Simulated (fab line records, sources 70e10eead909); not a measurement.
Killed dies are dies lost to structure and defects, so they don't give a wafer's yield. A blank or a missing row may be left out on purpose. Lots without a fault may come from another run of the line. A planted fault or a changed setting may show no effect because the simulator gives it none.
fab line records | flow nand_harc
record lots=24 wafers=72 last_day=34
route steps=1302 shown A_ONON_D2@563 A_CHANNEL_FILL_D2@613 A_STAIRCASE@677
lots that met no fault: from a run of the same line without faults
start_h: hours from the record's first day to the start of the lot's first wafer shown | wait_h: hours since the lot's step before | " the same as in the row above | L1.1+2: a row that stands for several wafers | - no value, or no start given | * or withheld: withheld | < > ~ a bound
route shown NAME@n: a module of which the file shows steps, and the number in the route of the first | usual: mean/standard deviation of fault-free wafers | same: alike in all rows | chamber/n: place in a boat | sites: the reading at each site | _std_site: their standard deviation | _edge_site: outer sites' mean less inner sites' | radius_mm: how far each site lies from the wafer's centre | mask NAME#n: copy n | behind: the tool/chamber that last shaped the wafer | hold: why the lot was held/for how many hours/how that ended | device: the transistor (n, p or np) that didn't switch | end of line: the same wafers' tests at the end of the route | a step without rows: its recipe alone | killed: dies lost to structure and defects at the first sort, not the wafer's yield | map: a wafer's dies, x killed, . not, _ none there
set.NAME: the setting as run; set.NAME@STEP: as run at that earlier step | model.NAME: the simulator's own value behind a step, which no gauge read
steps of the route over a sample of lots; a table a step, a row a wafer
services: from which hour (start_h, from the record's first day; less than 0 if before it) a tool's chamber was out of use, for how many hours, and why
## steps
# step NHARC_A_ONON_D2_THK_MEAS_27
# recipe thk_meas_gauge=ellipsometry
# usual thk_nm=1002/8
# columns lot.wafer tool chamber start_h wait_h thk_nm
L074.2 film_metro-01 - 281.10 - 1002
L074.5 " - " " 1002
L074.6 " - " " 1001
L075.2 film_metro-01 - 293.23 - 1005
L075.5 " - " " 1005
L075.6 " - " " 1005
L076.1 film_metro-02 - 314.23 - 992
L076.2 " - " " 989
L076.6 " - " " 991
L078.2 film_metro-02 - 324.10 - 1011
L078.3 " - " " 1011
L078.4 " - " " 1010
L077.1 film_metro-02 - 324.11 - 1002
L077.3 " - " " 998
L077.5 " - " " 999
L079.2 film_metro-02 - 343.11 - 1001
L079.3 " - " " 1001
L079.4 " - " " 1001
L080.3 film_metro-01 - 347.50 - 985
L080.5 " - " " 986
L080.6 " - " " 985
L081.4 film_metro-01 - 347.51 - 991
L081.5 " - " " 991
L081.6 " - " " 992
L082.1 film_metro-01 - 374.06 - 1001
L082.2 " - " " 1001
L082.4 " - " " 1002
L083.2 film_metro-01 - 374.07 - 999
L083.3 " - " " 999
L083.6 " - " " 999
L084.2 film_metro-01 - 394.55 - 1006
L084.4 " - " " 1003
L084.5 " - " " 1003
L086.2 film_metro-02 - 398.27 - 1008
L086.4 " - " " 1009
L086.5 " - " " 1006
L085.1 film_metro-01 - 398.27 - 1004
L085.3 " - " " 1003
L085.6 " - " " 1003
L087.1 film_metro-01 - 425.73 - 1018
L087.3 " - " " 1018
L087.4 " - " " 1019
L088.1 film_metro-01 - 425.74 - 991
L088.5 " - " " 993
L088.6 " - " " 991
L089.1 film_metro-02 - 441.24 - 1008
L089.4 " - " " 1008
L089.5 " - " " 1007
L090.1 film_metro-01 - 441.26 - 994
L090.4 " - " " 993
L090.6 " - " " 993
L092.2 film_metro-01 - 459.95 - 1016
L092.4 " - " " 1017
L092.5 " - " " 1018
L091.2 film_metro-02 - 459.97 - 1006
L091.3 " - " " 1007
L091.6 " - " " 1006
L093.4 film_metro-01 - 478.63 - 1001
L093.5 " - " " 1000
L093.6 " - " " 1002
L094.1 film_metro-02 - 495.98 - 998
L094.4 " - " " 997
L094.6 " - " " 999
L095.1 film_metro-01 - 501.00 - 1012
L095.3 " - " " 1014
L095.6 " - " " 1014
L096.1 film_metro-01 - 501.01 - 1001
L096.4 " - " " 1002
L096.6 " - " " 1001
L097.2 film_metro-01 - 527.91 - 999
L097.3 " - " " 999
L097.5 " - " " 999
# step NHARC_A_CHANNEL_FILL_D2_ALD_03
# recipe target_thk_a=60 pulse_time_s=60 ald_cycles=58 temp_c=630 pressure_torr=2 material=SiNx
# usual precursor_pulse_height_rel=1.000/0.019
# same ald_cycles=58
# columns lot.wafer tool chamber start_h wait_h precursor_pulse_height_rel
L074.2 ald_sin_batch-02 0 - - 0.997
L074.5 " 0 " " 1.003
L074.6 " 0 " " 0.993
L075.2 ald_sin_batch-02 0 - - 1.018
L075.5 " 0 " " 0.987
L075.6 " 0 " " 0.990
L076.1 ald_sin_batch-02 0 - - 0.976
L076.2 " 0 " " 0.979
L076.6 " 0 " " 0.969
L077.1 ald_sin_batch-02 0 - - 1.025
L077.3 " 0 " " 1.029
L077.5 " 0 " " 0.999
L078.2 ald_sin_batch-02 0 - - 1.009
L078.3 " 0 " " 1.007
L078.4 " 0 " " 0.989
L079.2 ald_sin_batch-03 0 - - 1.008
L079.3 " 0 " " 1.015
L079.4 " 0 " " 0.986
L080.3 ald_sin_batch-02 0 - - 1.031
L080.5 " 0 " " 0.991
L080.6 " 0 " " 0.980
L081.4 ald_sin_batch-01 0 - - 0.991
L081.5 " 0 " " 0.996
L081.6 " 0 " " 1.016
L082.1 ald_sin_batch-03 0 - - 1.009
L082.2 " 0 " " 1.022
L082.4 " 0 " " 0.993
L083.2 ald_sin_batch-01 0 - - 1.016
L083.3 " 0 " " 0.972
L083.6 " 0 " " 0.987
L084.2 ald_sin_batch-02 0 - - 0.986
L084.4 " 0 " " 1.001
L084.5 " 0 " " 1.003
L085.1 ald_sin_batch-01 0 - - 1.014
L085.3 " 0 " " 0.995
L085.6 " 0 " " 0.976
L086.2 ald_sin_batch-01 0 - - 0.980
L086.4 " 0 " " 0.998
L086.5 " 0 " " 1.007
L087.1 ald_sin_batch-01 0 - - 0.978
L087.3 " 0 " " 1.025
L087.4 " 0 " " 1.023
L088.1 ald_sin_batch-01 0 - - 0.999
L088.5 " 0 " " 1.015
L088.6 " 0 " " 1.012
L089.1 ald_sin_batch-01 0 - - 0.991
L089.4 " 0 " " 1.021
L089.5 " 0 " " 1.002
L090.1 ald_sin_batch-01 0 - - 1.007
L090.4 " 0 " " 1.030
L090.6 " 0 " " 0.968
L091.2 ald_sin_batch-03 0 - - 1.025
L091.3 " 0 " " 0.979
L091.6 " 0 " " 1.011
L092.2 ald_sin_batch-03 0 - - 0.992
L092.4 " 0 " " 1.021
L092.5 " 0 " " 1.010
L093.4 ald_sin_batch-02 0 - - 0.985
L093.5 " 0 " " 0.977
L093.6 " 0 " " 1.014
L094.1 ald_sin_batch-02 0 - - 1.029
L094.4 " 0 " " 1.022
L094.6 " 0 " " 0.995
L095.1 ald_sin_batch-03 0 - - 0.977
L095.3 " 0 " " 1.019
L095.6 " 0 " " 1.014
L096.1 ald_sin_batch-03 0 - - 0.974
L096.4 " 0 " " 0.993
L096.6 " 0 " " 0.984
L097.2 ald_sin_batch-03 0 - - 1.008
L097.3 " 0 " " 1.005
L097.5 " 0 " " 0.983
# step NHARC_A_CHANNEL_FILL_D2_ALD_14
# recipe target_thk_a=25 pulse_time_s=10 ald_cycles=25 temp_c=300 material=SiO2
# usual heater_power_w=461/55 precursor_pulse_height_rel=1.004/0.018
# same ald_cycles=25
# columns lot.wafer tool chamber start_h wait_h heater_power_w precursor_pulse_height_rel
L074.2 ald_hk-03 3 299.22 0.2 418 1.010
L074.5 " 3 " " 418 1.020
L074.6 " 0 " " 431 0.985
L075.2 ald_hk-01 1 314.52 0.0 465 1.013
L075.5 " 1 " " 473 1.000
L075.6 " 2 " " 413 0.978
L076.2 ald_hk-04 0 338.55 0.0 554 1.021
L076.1 " 1 " " 452 1.003
L076.6 " 1 " " 458 0.990
L078.3 ald_hk-04 1 344.74 0.0 462 0.975
L078.2 " 3 " " 442 1.034
L078.4 " 0 " " 561 0.989
L077.1 ald_hk-01 2 344.74 0.1 401 0.989
L077.3 " 1 " " 487 0.983
L077.5 " 2 " " 411 0.977
L079.2 ald_hk-01 0 362.15 0.0 431 1.022
L079.3 " 1 " " 474 1.006
L079.4 " 3 " " 532 1.005
L080.3 ald_hk-01 3 366.92 0.1 538 0.985
L080.6 " 2 " " 416 0.980
L080.5 " 3 " " 537 1.017
L081.4 ald_hk-04 3 370.53 0.0 447 1.019
L081.5 " 3 " " 454 1.008
L081.6 " 0 " " 544 0.994
L082.4 ald_hk-01 2 394.24 0.0 416 1.028
L082.2 " 3 " " 519 1.003
L082.1 " 0 " " 429 0.985
L083.2 ald_hk-04 1 398.28 0.1 468 1.041
L083.3 " 3 " " 462 1.017
L083.6 " 1 " " 453 1.010
L084.4 ald_hk-04 1 414.55 0.1 469 1.034
L084.2 " 2 " " 387 1.019
L084.5 " 0 " " 547 0.998
L086.2 ald_hk-01 2 418.09 0.1 408 0.998
L086.4 " 1 " " 485 0.996
L086.5 " 3 " " 527 0.999
L085.1 ald_hk-04 3 418.15 0.1 447 0.971
L085.3 " 0 " " 548 0.989
L085.6 " 1 " " 458 0.989
L088.1 ald_hk-03 3 444.39 0.5 409 0.996
L088.6 " 1 " " 530 1.000
L088.5 " 2 " " 481 0.977
L087.4 ald_hk-03 0 444.57 0.6 418 0.981
L087.1 " 1 " " 534 1.040
L087.3 " 2 " " 490 1.021
L090.1 ald_hk-01 0 461.15 0.0 429 1.006
L090.4 " 3 " " 543 1.008
L090.6 " 0 " " 427 0.972
L089.1 ald_hk-04 2 461.18 0.1 388 1.015
L089.4 " 0 " " 568 1.001
L089.5 " 1 " " 426 1.015
L091.3 ald_hk-04 2 481.34 2.1 381 0.981
L091.2 " 3 " " 447 1.000
L091.6 " 3 " " 447 1.000
L092.2 ald_hk-03 3 481.35 2.1 410 1.020
L092.4 " 2 " " 488 0.990
L092.5 " 0 " " 411 1.000
L093.4 ald_hk-03 3 497.80 0.0 420 0.987
L093.5 " 3 " " 427 1.015
L093.6 " 0 " " 424 0.988
L094.4 ald_hk-04 2 516.15 0.0 382 0.996
L094.1 " 1 " " 421 1.002
L094.6 " 3 " " 436 1.011
L095.3 ald_hk-04 0 524.85 0.0 581 1.015
L095.1 " 2 " " 384 0.985
L095.6 " 0 " " 567 0.991
L096.1 ald_hk-03 1 528.81 0.0 529 0.996
L096.4 " 2 " " 505 1.012
L096.6 " 1 " " 542 1.031
L097.3 ald_hk-04 2 550.35 0.3 391 1.023
L097.2 " 0 " " 574 1.021
L097.5 " 3 " " 438 0.984
# step NHARC_A_CHANNEL_FILL_D2_ALD_25
# recipe target_thk_a=600 pulse_time_s=10 ald_cycles=600 temp_c=300 material=SiOx
# usual heater_power_w=462/55 precursor_pulse_height_rel=1.000/0.019
# same ald_cycles=600
# columns lot.wafer tool chamber start_h wait_h heater_power_w precursor_pulse_height_rel
L074.2 ald_hk-04 0 328.18 1.9 561 1.036
L074.5 " 1 " " 455 0.989
L074.6 " 2 " " 389 0.992
L075.2 ald_hk-03 2 346.30 1.9 495 0.993
L075.5 " 3 " " 411 1.021
L075.6 " 0 " " 426 0.998
L076.2 ald_hk-01 1 367.50 0.1 467 1.015
L076.1 " 2 " " 398 1.018
L076.6 " 1 369.98 2.5 468 1.017
L078.2 ald_hk-01 2 373.39 0.1 410 0.981
L078.3 " 0 374.60 1.3 418 1.021
L078.4 " 1 " " 478 0.992
L077.1 ald_hk-04 1 374.63 1.3 453 1.029
L077.3 " 2 " " 389 1.032
L077.5 " 3 " " 457 1.018
L079.3 ald_hk-04 1 390.90 0.1 464 1.012
L079.2 " 3 392.14 1.3 465 1.014
L079.4 " 0 " " 559 1.003
L080.3 ald_hk-01 2 397.57 1.3 402 0.970
L080.5 " 0 398.80 2.5 427 1.009
L080.6 " 1 " " 487 0.995
L081.4 ald_hk-04 2 404.05 1.9 388 0.983
L081.6 " 3 " " 460 1.011
L081.5 " 0 " " 553 1.032
L082.4 ald_hk-03 2 425.43 0.0 497 0.996
L082.2 " 0 426.68 1.3 420 0.984
L082.1 " 1 " " 530 1.017
L083.2 ald_hk-01 2 431.43 0.1 407 0.989
L083.3 " 1 433.31 1.9 469 0.996
L083.6 " 2 " " 404 1.026
L084.2 ald_hk-01 2 447.55 0.1 406 1.007
L084.4 " 0 448.79 1.3 436 1.028
L084.5 " 3 450.65 3.2 530 1.001
L086.2 ald_hk-03 0 448.15 0.7 420 1.009
L086.4 " 1 " " 529 0.972
L086.5 " 0 450.57 3.1 424 0.996
L085.3 ald_hk-04 2 448.17 0.7 384 0.986
L085.1 " 3 " " 450 1.029
L085.6 " 2 450.66 3.2 383 1.007
L087.1 ald_hk-03 1 477.66 0.1 529 0.981
L087.4 " 3 478.89 1.3 403 0.977
L087.3 " 0 " " 420 0.962
L088.1 ald_hk-04 1 477.66 0.1 436 1.012
L088.5 " 1 480.11 2.5 427 0.990
L088.6 " 2 " " 385 0.999
L090.4 ald_hk-03 1 489.83 0.0 534 1.012
L090.1 " 3 491.07 1.3 408 1.012
L090.6 " 2 492.93 3.2 485 0.968
L089.4 ald_hk-04 2 491.08 1.3 384 1.013
L089.1 " 3 " " 447 1.032
L089.5 " 0 " " 555 1.020
L091.2 ald_hk-03 1 510.14 0.1 538 1.056
L091.3 " 0 511.96 1.9 421 1.007
L091.6 " 1 " " 537 1.015
L092.4 ald_hk-01 1 510.77 0.7 485 1.000
L092.2 " 3 512.02 1.9 527 0.983
L092.5 " 0 " " 436 1.026
L093.4 ald_hk-04 1 527.62 1.3 436 0.976
L093.5 " 3 528.86 2.5 447 1.026
L093.6 " 0 " " 552 1.016
L094.1 ald_hk-01 0 546.53 1.3 435 0.995
L094.4 " 1 " " 477 0.985
L094.6 " 3 548.38 3.1 528 0.959
L095.3 ald_hk-03 1 554.96 1.3 527 1.005
L095.1 " 2 " " 506 0.985
L095.6 " 3 " " 424 1.032
L096.1 ald_hk-01 0 557.92 0.1 443 0.980
L096.4 " 2 559.15 1.3 404 1.005
L096.6 " 0 560.38 2.5 438 0.981
L097.3 ald_hk-04 3 587.78 5.9 449 0.982
L097.2 " 0 " " 568 0.985
L097.5 " 2 589.62 7.8 381 0.968
# step NHARC_A_STAIRCASE_TRIM_20
# recipe time_s=211.2 o2_flow_sccm=500 ar_flow_sccm=0 bias_w=0 chemistry=O2
# usual drypump_motor_current_A=6.14/0.26 o2_flow_sccm=499.9/1.6 oes_product_au=1.000/0.0082 rf_vpp_V=57.9/0.88 showerhead_plenum_p_Torr=3.52/0.17 throttle_valve_pct=17.037/0.0094
# columns lot.wafer tool chamber start_h wait_h drypump_motor_current_A o2_flow_sccm oes_product_au rf_hours_counter_h rf_vpp_V showerhead_plenum_p_Torr throttle_valve_pct
L074.2 rie_diel-05 3 342.60 0.2 6.41 497.7 1.001 36 56.3 3.28 17.026
L074.6 " 0 " " 5.82 498.8 1.010 - 57.7 3.48 17.048
L074.5 " 1 " " 6.07 500.5 0.996 - 57.9 3.45 17.034
L075.2 rie_diel-05 0 360.44 0.1 5.82 500.2 1.007 43 58.8 3.48 17.033
L075.5 " 1 " " 6.07 501.2 0.997 - 57.6 3.45 17.036
L075.6 " 2 " " 6.13 500.2 1.000 - 57.0 3.39 17.033
L076.1 rie_diel-05 3 383.46 0.1 6.43 500.0 1.000 46 57.3 3.28 17.030
L076.2 " 2 " " 6.14 500.5 0.992 42 58.4 3.39 17.040
L076.6 " 3 " " 6.42 498.1 1.010 - 57.0 3.28 17.025
L077.3 rie_diel-08 0 389.22 0.1 6.41 499.4 0.993 2 58.0 3.56 17.020
L077.1 " 1 " " 5.94 499.7 1.009 2 56.7 3.77 17.021
L077.5 " 2 " " 6.31 500.3 1.004 - 57.9 3.81 17.049
L078.4 rie_diel-09 3 389.51 0.1 6.02 500.6 1.005 21 58.0 3.66 17.036
L078.2 " 0 " " 6.41 498.7 1.003 20 57.5 3.35 17.034
L078.3 " 1 " " 5.56 499.8 1.000 18 56.7 3.73 17.044
L079.4 rie_diel-09 3 406.85 0.1 6.00 501.7 1.009 26 59.4 3.66 17.020
L079.3 " 0 " " 6.44 499.8 0.993 25 56.0 3.35 17.043
L079.2 " 1 " " 5.55 499.3 0.985 25 58.6 3.73 17.034
L080.3 rie_diel-09 3 413.26 0.1 6.00 503.1 1.013 27 58.3 3.66 17.038
L080.5 " 3 " " 6.00 501.8 1.009 - 57.0 3.66 17.036
L080.6 " 0 " " 6.42 500.0 1.008 - 57.3 3.35 17.038
L081.4 rie_diel-05 2 420.86 2.7 6.13 502.1 0.997 2 58.1 3.38 17.040
L081.5 " 3 " " 6.40 500.9 0.993 - 58.1 3.81 17.042
L081.6 " 0 " " 5.86 499.4 1.005 - 57.3 3.47 17.040
L082.4 rie_diel-09 1 441.29 0.1 5.56 499.2 0.996 33 57.4 3.72 17.030
L082.1 " 2 " " 6.31 501.4 1.002 35 57.3 3.36 17.033
L082.2 " 3 " " 6.01 501.3 1.010 37 58.1 3.65 17.049
L083.2 rie_diel-09 1 448.61 0.1 5.57 501.1 0.985 36 57.4 3.72 17.021
L083.3 " 3 " " 6.00 501.9 1.008 39 59.1 3.65 17.036
L083.6 " 0 " " 6.43 499.5 0.999 - 57.3 3.35 17.035
L085.3 rie_diel-09 3 463.62 0.1 6.02 496.2 1.012 43 57.9 3.65 17.046
L085.1 " 1 " " 5.54 498.8 1.005 39 56.8 3.72 17.047
L085.6 " 2 " " 6.31 501.1 1.000 - 58.6 3.36 17.025
L084.2 rie_diel-05 2 463.71 0.1 6.11 500.2 0.993 17 56.5 3.37 17.037
L084.5 " 1 " " 6.09 497.2 0.994 - 57.8 3.43 17.037
L084.4 " 3 " " 6.40 501.1 0.983 - 57.6 3.80 17.044
L086.2 rie_diel-05 1 464.29 0.1 6.08 499.0 0.996 17 58.2 3.43 17.028
L086.4 " 3 " " 6.42 496.7 0.988 - 57.8 3.80 17.041
L086.5 " 1 " " 6.06 497.8 0.987 - 58.8 3.43 17.013
L087.4 rie_diel-05 2 495.56 0.1 6.13 499.0 1.002 29 57.0 3.37 17.036
L087.1 " 3 " " 6.41 502.3 0.999 28 59.1 3.79 17.033
L087.3 " 0 " " 5.86 500.0 1.005 16 58.3 3.46 17.041
L088.1 rie_diel-08 2 496.08 0.1 6.35 501.0 1.008 38 58.6 3.79 17.034
L088.6 " 3 " " 6.31 498.9 1.001 - 57.2 3.39 17.029
L088.5 " 0 " " 6.41 499.9 1.011 - 57.9 3.54 17.038
L090.1 rie_diel-05 0 506.49 0.1 5.84 497.5 1.002 21 57.8 3.46 17.035
L090.4 " 2 " " 6.13 502.3 0.992 33 56.9 3.36 17.042
L090.6 " 0 " " 5.84 499.9 0.998 - 57.7 3.46 17.041
L089.1 rie_diel-08 0 506.65 0.1 6.42 497.2 1.001 46 58.3 3.54 17.038
L089.4 " 2 " " 6.32 497.0 0.988 43 57.8 3.78 17.042
L089.5 " 0 " " 6.45 497.3 1.008 - 57.5 3.54 17.041
L092.4 rie_diel-09 3 526.62 0.1 6.02 503.5 0.993 7 57.9 3.64 17.035
L092.2 " 1 " " 5.54 500.9 1.004 4 59.0 3.71 17.031
L092.5 " 3 " " 6.01 501.3 0.999 - 57.2 3.64 17.036
L091.2 rie_diel-08 2 526.77 0.1 6.32 497.8 0.985 49 58.9 3.78 17.050
L091.3 " 1 " " 5.93 500.6 1.003 48 59.2 3.74 17.036
L091.6 " 3 " " 6.31 499.8 0.999 - 58.3 3.38 17.055
L093.4 rie_diel-09 2 545.33 0.1 6.30 499.6 1.005 15 56.7 3.34 17.032
L093.6 " 0 " " 6.40 501.2 1.014 - 57.2 3.33 17.024
L093.5 " 1 " " 5.56 499.4 1.011 - 59.2 3.70 17.053
L094.4 rie_diel-08 3 561.05 0.1 6.30 499.0 1.009 0 56.7 3.38 17.019
L094.1 " 0 " " 6.40 499.9 1.016 1 57.2 3.53 17.037
L094.6 " 0 " " 6.45 502.0 1.008 - 58.2 3.53 17.033
L095.3 rie_diel-05 3 569.70 0.1 6.40 499.1 0.995 55 59.4 3.78 17.018
L095.1 " 0 " " 5.87 498.2 1.004 45 57.4 3.44 17.037
L095.6 " 3 " " 6.40 501.3 0.997 - 60.0 3.78 17.023
L096.4 rie_diel-05 3 574.17 0.1 6.41 499.4 0.988 57 57.7 3.78 17.033
L096.1 " 1 " " 6.08 498.8 1.002 53 56.7 3.41 17.060
L096.6 " 2 " " 6.12 499.7 0.994 - 58.7 3.35 17.050
L097.2 rie_diel-09 1 605.15 0.1 5.55 501.3 1.002 31 57.6 3.69 17.037
L097.3 " 2 " " 6.28 497.3 0.998 34 55.8 3.34 17.024
L097.5 " 0 " " 6.39 501.3 1.009 - 57.4 3.32 17.027
# step NHARC_A_STAIRCASE_ETCH_23
# recipe target_depth_a=1000 time_s=40.5 ion_energy_ev=400 c4f8_flow_sccm=20 o2_flow_sccm=10 ar_flow_sccm=withheld rf_w=600 bias_w=1000 chemistry=C4F8/O2
# usual oes_product_au=0.944/0.011 rf_vpp_V=896/6.3
# columns lot.wafer tool chamber start_h wait_h oes_product_au rf_hours_counter_h rf_vpp_V
L074.2 rie_diel-05 1 - - 0.926 34 893
L074.5 " 1 " " 0.933 - 893
L074.6 " 2 " " 0.932 - 891
L075.2 rie_diel-05 3 - - 0.966 42 888
L075.5 " 2 " " 0.945 - 892
L075.6 " 3 " " 0.976 - 886
L076.1 rie_diel-05 0 - - 0.972 48 894
L076.2 " 2 " " 0.948 42 891
L076.6 " 0 " " 0.970 - 893
L077.3 rie_diel-08 1 - - 0.944 2 905
L077.1 " 0 " " 0.943 2 897
L077.5 " 1 " " 0.950 - 905
L078.3 rie_diel-09 1 - - 0.930 18 903
L078.2 " 3 " " 0.957 21 901
L078.4 " 0 " " 0.938 20 889
L079.4 rie_diel-09 1 - - 0.934 25 904
L079.3 " 2 " " 0.945 27 890
L079.2 " 0 " " 0.945 25 891
L080.3 rie_diel-09 2 - - 0.941 28 891
L080.5 " 3 " " 0.950 - 900
L080.6 " 0 " " 0.939 - 891
L081.4 rie_diel-05 1 - - 0.937 3 892
L081.5 " 1 " " 0.942 - 893
L081.6 " 2 " " 0.944 - 891
L082.4 rie_diel-09 0 - - 0.930 36 889
L082.1 " 1 " " 0.921 34 903
L082.2 " 2 " " 0.943 35 890
L083.3 rie_diel-09 0 - - 0.948 38 889
L083.2 " 1 " " 0.952 36 903
L083.6 " 3 " " 0.962 - 901
L085.3 rie_diel-09 1 - - 0.944 40 903
L085.1 " 2 " " 0.933 42 891
L085.6 " 0 " " 0.944 - 889
L084.2 rie_diel-05 2 - - 0.942 17 889
L084.4 " 2 " " 0.936 - 891
L084.5 " 1 " " 0.932 - 892
L086.2 rie_diel-05 1 - - 0.927 17 892
L086.4 " 3 " " 0.925 - 906
L086.5 " 1 " " 0.925 - 891
L087.4 rie_diel-05 2 - - 0.927 29 889
L087.3 " 3 " " 0.931 28 904
L087.1 " 0 " " 0.953 16 893
L088.1 rie_diel-08 2 - - 0.937 38 904
L088.5 " 0 " " 0.946 - 895
L088.6 " 2 " " 0.940 - 905
L090.1 rie_diel-05 2 - - 0.939 33 892
L090.4 " 0 " " 0.953 21 892
L090.6 " 2 " " 0.942 - 888
L089.4 rie_diel-08 1 - - 0.934 42 902
L089.1 " 0 " " 0.947 47 896
L089.5 " 2 " " 0.930 - 905
L092.4 rie_diel-09 0 - - 0.963 5 891
L092.2 " 1 " " 0.961 4 903
L092.5 " 3 " " 0.952 - 899
L091.3 rie_diel-08 3 - - 0.945 44 890
L091.2 " 0 " " 0.938 52 897
L091.6 " 3 " " 0.940 - 889
L093.4 rie_diel-09 0 - - 0.952 10 887
L093.6 " 0 " " 0.955 - 888
L093.5 " 1 " " 0.939 - 903
L094.4 rie_diel-08 1 - - 0.956 1 904
L094.1 " 2 " " 0.947 1 905
L094.6 " 3 " " 0.948 - 890
L095.1 rie_diel-05 2 - - 0.950 53 890
L095.3 " 3 " " 0.940 55 905
L095.6 " 3 " " 0.945 - 904
L096.1 rie_diel-05 3 - - 0.938 57 905
L096.4 " 2 " " 0.952 55 889
L096.6 " 3 " " 0.939 - 905
L097.3 rie_diel-09 1 - - 0.934 31 900
L097.2 " 3 " " 0.941 30 898
L097.5 " 0 " " 0.942 - 888
## services
# columns tool chamber start_h hours kind
rie_diel-08 2 273.73 9.3 repair
rie_diel-09 3 276.97 3.4 repair
rie_diel-05 0 287.53 2.8 repair
rie_diel-05 1 287.82 - clean
rie_diel-05 2 287.82 - clean
rie_diel-09 2 290.61 8.1 repair
ald_hk-01 - 297.50 10.0 pm
rie_diel-09 - 321.03 9.0 pm
rie_diel-05 1 344.18 2.7 repair
rie_diel-08 - 370.21 9.0 pm
ald_hk-04 - 388.76 1.8 repair
rie_diel-05 - 406.94 9.0 pm
rie_diel-08 3 412.08 4.3 repair
rie_diel-05 1 427.45 4.4 repair
ald_hk-04 - 435.55 10.0 pm
rie_diel-05 0 450.35 27.5 repair
ald_hk-01 - 475.50 10.0 pm
rie_diel-08 1 488.52 14.4 repair
rie_diel-09 - 498.03 9.0 pm
ald_sin_batch-01 - 506.00 26.0 pm
rie_diel-09 1 527.53 4.6 repair
rie_diel-08 - 547.21 9.0 pm
ald_hk-01 - 575.13 1.5 repair
rie_diel-05 - 583.94 9.0 pm
## key
fault none
